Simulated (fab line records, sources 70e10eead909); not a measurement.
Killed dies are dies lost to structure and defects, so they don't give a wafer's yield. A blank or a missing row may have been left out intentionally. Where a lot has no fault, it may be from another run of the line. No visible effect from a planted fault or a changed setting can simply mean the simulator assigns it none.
Which tool did it? :: flow nand_harc :: 11 lots with 33 wafers sampled at 5 steps, on a route of 1159 steps

## WHAT THE GAUGES SHOWED, per wafer
NHARC_END_SORT_01. Usual: defect_limited_yield 95.4 %, standard deviation 1.6; killed_at_array 27, standard deviation 11; killed_at_other 0.8, standard deviation 1.4; killed_at_periphery 3.3, standard deviation 2; killed_dies 31, standard deviation 11; killed_open 3.4, standard deviation 1.8; killed_short 2.1, standard deviation 1.3; sort_bin_2_pct 1.4 %, standard deviation 0.7; sort_bin_3_pct 0.24 %, standard deviation 0.21; sort_bin_4_pct 2.9 %, standard deviation 1; sort_n_pass 646, standard deviation 11; sort_rim_yield_pct 95.4 %, standard deviation 2.8; sort_yield_pct 95.4 %, standard deviation 1.6.
lot: L237
measured: day 19 22:22
on: prober-01
defect_limited_yield (%): 96.2 95.7 95.6
killed_at_array: 20 27 28
killed_at_other: 0 0 0
killed_at_periphery: 6 2 2
killed_dies: 26 29 30
killed_open: 4 3 3
killed_short: 3 2 1
sort_bin_2_pct (%): 1.9 1.2 1.0
sort_bin_3_pct (%): 0.15 0.15 0.30
sort_bin_4_pct (%): 1.8 3.0 3.1
sort_n_pass: 651 648 647
sort_rim_yield_pct (%): 94.3 97.2 93.4
sort_yield_pct (%): 96.2 95.7 95.6
flag: 

lot: L243
measured: day 20 23:54
on: prober-02
defect_limited_yield (%): 96.5 95.9 97.2
killed_at_array: 21 24 16
killed_at_other: 0 1 0
killed_at_periphery: 3 3 3
killed_dies: 24 28 19
killed_open: 4 3 4
killed_short: 3 4 1
sort_bin_2_pct (%): 1.5 0.6 1.0
sort_bin_3_pct (%): 0.15 0.59 0.15
sort_bin_4_pct (%): 1.9 3.0 1.6
sort_n_pass: 653 649 658
sort_rim_yield_pct (%): 97.2 98.1 97.2
sort_yield_pct (%): 96.5 95.9 97.2
flag: 

lot: L246
measured: day 21 16:49
on: prober-01
defect_limited_yield (%): 91.7 94.8 94.8
killed_at_array: 55 33 32
killed_at_other: 0 1 0
killed_at_periphery: 1 1 3
killed_dies: 56 35 35
killed_open: 3 1 4
killed_short: 2 2 2
sort_bin_2_pct (%): 3.0 1.6 2.4
sort_bin_3_pct (%): 0.89 0.30 0.30
sort_bin_4_pct (%): 4.4 3.2 2.5
sort_n_pass: 621 642 642
sort_rim_yield_pct (%): 96.2 96.2 95.3
sort_yield_pct (%): 91.7 94.8 94.8
flag: 

lot: L245
measured: day 21 18:25
on: prober-02
defect_limited_yield (%): 97.2 97.9 97.0
killed_at_array: 15 10 15
killed_at_other: 0 1 0
killed_at_periphery: 4 3 5
killed_dies: 19 14 20
killed_open: 1 4 2
killed_short: 4 2 2
sort_bin_2_pct (%): 1.2 0.4 1.0
sort_bin_3_pct (%): 0.30 0 0
sort_bin_4_pct (%): 1.3 1.6 1.9
sort_n_pass: 658 663 657
sort_rim_yield_pct (%): 96.2 98.1 94.3
sort_yield_pct (%): 97.2 97.9 97.0
flag: 

lot: L247
measured: day 22 00:38
on: prober-02
defect_limited_yield (%): 95.9 96.2 95.7
killed_at_array: 23 20 25
killed_at_other: 0 0 0
killed_at_periphery: 5 6 4
killed_dies: 28 26 29
killed_open: 3 4 4
killed_short: 3 1 0
sort_bin_2_pct (%): 1.2 1.0 1.2
sort_bin_3_pct (%): 0.59 0.30 0
sort_bin_4_pct (%): 2.4 2.5 3.1
sort_n_pass: 649 651 648
sort_rim_yield_pct (%): 92.5 98.1 98.1
sort_yield_pct (%): 95.9 96.2 95.7
flag: 

lot: L256
measured: day 24 08:07
on: prober-02
defect_limited_yield (%): 94.4 93.6 93.4
killed_at_array: 34 39 40
killed_at_other: 3 1 1
killed_at_periphery: 1 3 4
killed_dies: 38 43 45
killed_open: 5 6 8
killed_short: 2 4 1
sort_bin_2_pct (%): 0.9 2.2 2.2
sort_bin_3_pct (%): 0.59 0.44 0
sort_bin_4_pct (%): 4.1 3.7 4.4
sort_n_pass: 639 634 632
sort_rim_yield_pct (%): 91.5 93.4 96.2
sort_yield_pct (%): 94.4 93.6 93.4
flag: 

## WHICH TOOL RAN EACH LOT (tool, then ch and the chambers of the sampled wafers, then the start)
lot: L237
NHARC_P_M2_DESCUM_14: rie_diel-03 ch 0,1,3, day 6 05:56
NHARC_P_M2_STRIP_18: rie_diel-04 ch 0,1,3, day 6 06:18
NHARC_P_M2_ETCH_28: rie_diel-04 ch 0,1, day 6 06:32
NHARC_P_M2_DEGAS_29: pvd_sputter-01, day 6 06:57

lot: L241
NHARC_P_M2_DESCUM_14: rie_diel-04 ch 0,1,3, day 6 22:17
NHARC_P_M2_STRIP_18: rie_diel-04 ch 0,1, day 6 22:41
NHARC_P_M2_ETCH_28: rie_diel-04 ch 0,1,2, day 6 22:55
NHARC_P_M2_DEGAS_29: pvd_sputter-03, day 6 23:18

lot: L240
NHARC_P_M2_DESCUM_14: rie_diel-08 ch 0,2,3, day 6 23:08
NHARC_P_M2_STRIP_18: rie_diel-04 ch 1,2,3, day 6 23:30
NHARC_P_M2_ETCH_28: rie_diel-04 ch 0,2,3, day 6 23:45
NHARC_P_M2_DEGAS_29: pvd_sputter-03, day 7 00:10

lot: L243
NHARC_P_M2_DESCUM_14: rie_diel-03 ch 0,3, day 7 19:29
NHARC_P_M2_STRIP_18: rie_diel-03 ch 2,3, day 7 19:52
NHARC_P_M2_ETCH_28: rie_diel-03 ch 0,1,3, day 7 20:07
NHARC_P_M2_DEGAS_29: pvd_sputter-03, day 7 20:31

lot: L246
NHARC_P_M2_DESCUM_14: rie_diel-04 ch 0,2,3, day 8 15:20
NHARC_P_M2_STRIP_18: rie_diel-03 ch 0,2,3, day 8 15:46
NHARC_P_M2_ETCH_28: rie_diel-03 ch 1,3, day 8 15:58
NHARC_P_M2_DEGAS_29: pvd_sputter-01, day 8 16:22

lot: L245
NHARC_P_M2_DESCUM_14: rie_diel-04 ch 0,2, day 8 15:38
NHARC_P_M2_STRIP_18: rie_diel-04 ch 0,1,2, day 8 16:03
NHARC_P_M2_ETCH_28: rie_diel-04 ch 0,1, day 8 16:19
NHARC_P_M2_DEGAS_29: pvd_sputter-02, day 8 16:43

lot: L247
NHARC_P_M2_DESCUM_14: rie_diel-04 ch 0,2, day 9 01:16
NHARC_P_M2_STRIP_18: rie_diel-04 ch 0,1, day 9 01:41
NHARC_P_M2_ETCH_28: rie_diel-04 ch 0,1, day 9 02:25
NHARC_P_M2_DEGAS_29: pvd_sputter-01, day 9 02:50

lot: L248
NHARC_P_M2_DESCUM_14: rie_diel-04 ch 0,1,2, day 9 07:50
NHARC_P_M2_STRIP_18: rie_diel-04 ch 1,2,3, day 9 08:14
NHARC_P_M2_ETCH_28: rie_diel-04 ch 1,3, day 9 08:26
NHARC_P_M2_DEGAS_29: pvd_sputter-02, day 9 08:51

lot: L255
NHARC_P_M2_DESCUM_14: rie_diel-04 ch 0,1,3, day 10 16:50
NHARC_P_M2_STRIP_18: rie_diel-04 ch 0,2, day 10 17:15
NHARC_P_M2_ETCH_28: rie_diel-04 ch 0,2,3, day 10 17:28
NHARC_P_M2_DEGAS_29: pvd_sputter-01, day 10 17:53

lot: L254
NHARC_P_M2_DESCUM_14: rie_diel-04 ch 0,1,3, day 10 20:16
NHARC_P_M2_STRIP_18: rie_diel-04 ch 0,2,3, day 10 20:42
NHARC_P_M2_ETCH_28: rie_diel-04 ch 0,1,3, day 10 20:55
NHARC_P_M2_DEGAS_29: pvd_sputter-02, day 10 21:19

lot: L256
NHARC_P_M2_DESCUM_14: rie_diel-04 ch 0,1,2, day 10 22:22
NHARC_P_M2_STRIP_18: rie_diel-04 ch 2,3, day 10 22:44
NHARC_P_M2_ETCH_28: rie_diel-04 ch 0,1,3, day 10 22:59
NHARC_P_M2_DEGAS_29: pvd_sputter-02, day 10 23:22
- NHARC_P_M2_DESCUM_14: chemistry O2, time 3 s.
- NHARC_P_M2_STRIP_18: strips in N2/H2.
- NHARC_P_M2_ETCH_28: etches the open film in CF4/N2, target depth 30 nm, time 72.99 s.
- NHARC_P_M2_DEGAS_29: time 60 s.

## WHAT THE TOOLS THEMSELVES READ (means of the sampled wafers that have a number; where no wafer has one, the mark that the record gives instead)
NHARC_P_M2_DESCUM_14. Usual: drypump_motor_current_A 5.98 A, standard deviation 0.3; oes_product_au 1.003 a.u., standard deviation 0.0061; rf_vpp_V 57.7 V, standard deviation 0.9; showerhead_plenum_p_Torr 1.90 Torr, standard deviation 0.085; throttle_valve_pct 11.310 %, standard deviation 0.0088.
lot: L237
tool: rie_diel-03
drypump_motor_current_A (A): 6.09
oes_product_au (a.u.): 1.001
rf_vpp_V (V): 57.1
showerhead_plenum_p_Torr (Torr): 1.94
throttle_valve_pct (%): 11.310
flag: 

lot: L241
tool: rie_diel-04
drypump_motor_current_A (A): 5.91
oes_product_au (a.u.): 1.001
rf_vpp_V (V): 57.3
showerhead_plenum_p_Torr (Torr): 1.91
throttle_valve_pct (%): 11.308
flag: 

lot: L240
tool: rie_diel-08
drypump_motor_current_A (A): 5.50
oes_product_au (a.u.): 1.008
rf_vpp_V (V): 57.8
showerhead_plenum_p_Torr (Torr): 1.87
throttle_valve_pct (%): 11.312
flag: 

lot: L243
tool: rie_diel-03
drypump_motor_current_A (A): 6.17
oes_product_au (a.u.): 1.001
rf_vpp_V (V): 58.2
showerhead_plenum_p_Torr (Torr): 1.91
throttle_valve_pct (%): 11.303
flag: 

lot: L246
tool: rie_diel-04
drypump_motor_current_A (A): 6.10
oes_product_au (a.u.): 1.002
rf_vpp_V (V): 57.1
showerhead_plenum_p_Torr (Torr): 1.91
throttle_valve_pct (%): 11.314
flag: 

lot: L245
tool: rie_diel-04
drypump_motor_current_A (A): 6.24
oes_product_au (a.u.): 1.007
rf_vpp_V (V): 58.0
showerhead_plenum_p_Torr (Torr): 1.83
throttle_valve_pct (%): 11.305
flag: 

lot: L247
tool: rie_diel-04
drypump_motor_current_A (A): 6.22
oes_product_au (a.u.): 1.003
rf_vpp_V (V): 57.4
showerhead_plenum_p_Torr (Torr): 1.86
throttle_valve_pct (%): 11.300
flag: 

lot: L248
tool: rie_diel-04
drypump_motor_current_A (A): 6.04
oes_product_au (a.u.): 1.005
rf_vpp_V (V): 57.8
showerhead_plenum_p_Torr (Torr): 1.87
throttle_valve_pct (%): 11.317
flag: 

lot: L255
tool: rie_diel-04
drypump_motor_current_A (A): 5.88
oes_product_au (a.u.): 1.002
rf_vpp_V (V): 57.1
showerhead_plenum_p_Torr (Torr): 1.91
throttle_valve_pct (%): 11.305
flag: 

lot: L254
tool: rie_diel-04
drypump_motor_current_A (A): 5.90
oes_product_au (a.u.): 1.004
rf_vpp_V (V): 57.5
showerhead_plenum_p_Torr (Torr): 1.91
throttle_valve_pct (%): 11.305
flag: 

lot: L256
tool: rie_diel-04
drypump_motor_current_A (A): 6.04
oes_product_au (a.u.): 0.994
rf_vpp_V (V): 56.7
showerhead_plenum_p_Torr (Torr): 1.87
throttle_valve_pct (%): 11.309
flag: 

NHARC_P_M2_STRIP_18. Usual: drypump_motor_current_A 6.02 A, standard deviation 0.29; h2_flow_sccm 150.0 sccm, standard deviation 0.46; oes_product_au 1.000 a.u., standard deviation 0.0069; rf_vpp_V 90.6 V, standard deviation 1.1; showerhead_plenum_p_Torr 2.03 Torr, standard deviation 0.096; throttle_valve_pct 14.173 %, standard deviation 0.0089.
lot: L237
tool: rie_diel-04
drypump_motor_current_A (A): 5.91
h2_flow_sccm (sccm): 150.3
oes_product_au (a.u.): 1.005
rf_vpp_V (V): 90.0
showerhead_plenum_p_Torr (Torr): 2.04
throttle_valve_pct (%): 14.167
flag: 

lot: L241
tool: rie_diel-04
drypump_motor_current_A (A): 6.05
h2_flow_sccm (sccm): 149.8
oes_product_au (a.u.): 0.991
rf_vpp_V (V): 89.5
showerhead_plenum_p_Torr (Torr): 1.94
throttle_valve_pct (%): 14.169
flag: 

lot: L240
tool: rie_diel-04
drypump_motor_current_A (A): 5.89
h2_flow_sccm (sccm): 149.9
oes_product_au (a.u.): 1.005
rf_vpp_V (V): 90.6
showerhead_plenum_p_Torr (Torr): 2.08
throttle_valve_pct (%): 14.175
flag: 

lot: L243
tool: rie_diel-03
drypump_motor_current_A (A): 6.44
h2_flow_sccm (sccm): 150.0
oes_product_au (a.u.): 0.993
rf_vpp_V (V): 90.6
showerhead_plenum_p_Torr (Torr): 1.99
throttle_valve_pct (%): 14.166
flag: 

lot: L246
tool: rie_diel-03
drypump_motor_current_A (A): 6.25
h2_flow_sccm (sccm): 149.4
oes_product_au (a.u.): 1.006
rf_vpp_V (V): 90.6
showerhead_plenum_p_Torr (Torr): 1.99
throttle_valve_pct (%): 14.173
flag: 

lot: L245
tool: rie_diel-04
drypump_motor_current_A (A): 6.05
h2_flow_sccm (sccm): 150.0
oes_product_au (a.u.): 0.996
rf_vpp_V (V): 89.9
showerhead_plenum_p_Torr (Torr): 1.99
throttle_valve_pct (%): 14.169
flag: 

lot: L247
tool: rie_diel-04
drypump_motor_current_A (A): 5.86
h2_flow_sccm (sccm): 149.9
oes_product_au (a.u.): 0.995
rf_vpp_V (V): 89.3
showerhead_plenum_p_Torr (Torr): 1.99
throttle_valve_pct (%): 14.180
flag: 

lot: L248
tool: rie_diel-04
drypump_motor_current_A (A): 5.89
h2_flow_sccm (sccm): 150.2
oes_product_au (a.u.): 1.002
rf_vpp_V (V): 90.6
showerhead_plenum_p_Torr (Torr): 2.08
throttle_valve_pct (%): 14.174
flag: 

lot: L255
tool: rie_diel-04
drypump_motor_current_A (A): 6.22
h2_flow_sccm (sccm): 149.7
oes_product_au (a.u.): 1.011
rf_vpp_V (V): 90.0
showerhead_plenum_p_Torr (Torr): 1.94
throttle_valve_pct (%): 14.176
flag: 

lot: L254
tool: rie_diel-04
drypump_motor_current_A (A): 6.10
h2_flow_sccm (sccm): 149.4
oes_product_au (a.u.): 1.002
rf_vpp_V (V): 91.6
showerhead_plenum_p_Torr (Torr): 2.04
throttle_valve_pct (%): 14.166
flag: 

lot: L256
tool: rie_diel-04
drypump_motor_current_A (A): 5.98
h2_flow_sccm (sccm): 150.0
oes_product_au (a.u.): 0.998
rf_vpp_V (V): 91.4
showerhead_plenum_p_Torr (Torr): 2.13
throttle_valve_pct (%): 14.168
flag: 

NHARC_P_M2_ETCH_28. Usual: drypump_motor_current_A 6.00 A, standard deviation 0.3; oes_product_au 1.001 a.u., standard deviation 0.0066; rf_vpp_V 314.0 V, standard deviation 2.1; showerhead_plenum_p_Torr 2.61 Torr, standard deviation 0.11; throttle_valve_pct 19.795 %, standard deviation 0.0086.
lot: L237
tool: rie_diel-04
drypump_motor_current_A (A): 6.06
oes_product_au (a.u.): 1.000
rf_vpp_V (V): 311.9
showerhead_plenum_p_Torr (Torr): 2.51
throttle_valve_pct (%): 19.800
flag: 

lot: L241
tool: rie_diel-04
drypump_motor_current_A (A): 6.04
oes_product_au (a.u.): 0.998
rf_vpp_V (V): 314.1
showerhead_plenum_p_Torr (Torr): 2.56
throttle_valve_pct (%): 19.790
flag: 

lot: L240
tool: rie_diel-04
drypump_motor_current_A (A): 6.10
oes_product_au (a.u.): 0.996
rf_vpp_V (V): 314.1
showerhead_plenum_p_Torr (Torr): 2.62
throttle_valve_pct (%): 19.794
flag: 

lot: L243
tool: rie_diel-03
drypump_motor_current_A (A): 6.07
oes_product_au (a.u.): 1.000
rf_vpp_V (V): 314.4
showerhead_plenum_p_Torr (Torr): 2.66
throttle_valve_pct (%): 19.788
flag: 

lot: L246
tool: rie_diel-03
drypump_motor_current_A (A): 5.99
oes_product_au (a.u.): 0.991
rf_vpp_V (V): 315.1
showerhead_plenum_p_Torr (Torr): 2.71
throttle_valve_pct (%): 19.794
flag: 

lot: L245
tool: rie_diel-04
drypump_motor_current_A (A): 5.84
oes_product_au (a.u.): 0.993
rf_vpp_V (V): 312.4
showerhead_plenum_p_Torr (Torr): 2.57
throttle_valve_pct (%): 19.796
flag: 

lot: L247
tool: rie_diel-04
drypump_motor_current_A (A): 6.06
oes_product_au (a.u.): 1.003
rf_vpp_V (V): 312.3
showerhead_plenum_p_Torr (Torr): 2.51
throttle_valve_pct (%): 19.796
flag: 

lot: L248
tool: rie_diel-04
drypump_motor_current_A (A): 5.77
oes_product_au (a.u.): 1.005
rf_vpp_V (V): 315.8
showerhead_plenum_p_Torr (Torr): 2.73
throttle_valve_pct (%): 19.795
flag: 

lot: L255
tool: rie_diel-04
drypump_motor_current_A (A): 6.10
oes_product_au (a.u.): 0.947
rf_vpp_V (V): 314.2
showerhead_plenum_p_Torr (Torr): 2.62
throttle_valve_pct (%): 19.796
flag: OFF

lot: L254
tool: rie_diel-04
drypump_motor_current_A (A): 5.92
oes_product_au (a.u.): 0.895
rf_vpp_V (V): 314.1
showerhead_plenum_p_Torr (Torr): 2.62
throttle_valve_pct (%): 19.791
flag: OFF

lot: L256
tool: rie_diel-04
drypump_motor_current_A (A): 5.90
oes_product_au (a.u.): 0.951
rf_vpp_V (V): 314.4
showerhead_plenum_p_Torr (Torr): 2.62
throttle_valve_pct (%): 19.789
flag: OFF

NHARC_P_M2_DEGAS_29. Usual: heater_power_w at 343 W, with a standard deviation of 23.
lot: L237
tool: pvd_sputter-01
heater_power_w (W): 329
flag: 

lot: L241
tool: pvd_sputter-03
heater_power_w (W): 353
flag: 

lot: L240
tool: pvd_sputter-03
heater_power_w (W): 348
flag: 

lot: L243
tool: pvd_sputter-03
heater_power_w (W): 355
flag: 

lot: L246
tool: pvd_sputter-01
heater_power_w (W): 330
flag: 

lot: L245
tool: pvd_sputter-02
heater_power_w (W): 352
flag: 

lot: L247
tool: pvd_sputter-01
heater_power_w (W): 329
flag: 

lot: L248
tool: pvd_sputter-02
heater_power_w (W): 344
flag: 

lot: L255
tool: pvd_sputter-01
heater_power_w (W): 323
flag: 

lot: L254
tool: pvd_sputter-02
heater_power_w (W): 340
flag: 

lot: L256
tool: pvd_sputter-02
heater_power_w (W): 340
flag: 

## THE ANSWER, worked out from the rows above alone
Rule: lot off if the mean of its wafers having a number is beyond 3 standard deviations from the usual mean. Also off: a lot with no number at a reading for which 4 or more lots have one. All remaining lots with rows at the step are treated as sound. Order of review: gauges by route order, followed by the tools' own readings, for which a lot's mean as printed above is used. At the first step where some lot is off, the reading lying furthest off is the one used; lots without a number count as furthest.
Off: L255, L254, L256, at NHARC_P_M2_ETCH_28 (oes_product_au).
A tool fits if, at that step or a process step before it, it ran every lot that is off, and no sound lot after the first of them. One candidate fits, namely rie_diel-04 at NHARC_P_M2_DESCUM_14 and NHARC_P_M2_STRIP_18 and NHARC_P_M2_ETCH_28. At NHARC_P_M2_DESCUM_14 its last sound lot is L248 (day 9 07:50), its first lot that is off L255 (day 10 16:50): a fault that began between those two fits.

## WHAT HAD BEEN PUT IN BY THE SIMULATOR
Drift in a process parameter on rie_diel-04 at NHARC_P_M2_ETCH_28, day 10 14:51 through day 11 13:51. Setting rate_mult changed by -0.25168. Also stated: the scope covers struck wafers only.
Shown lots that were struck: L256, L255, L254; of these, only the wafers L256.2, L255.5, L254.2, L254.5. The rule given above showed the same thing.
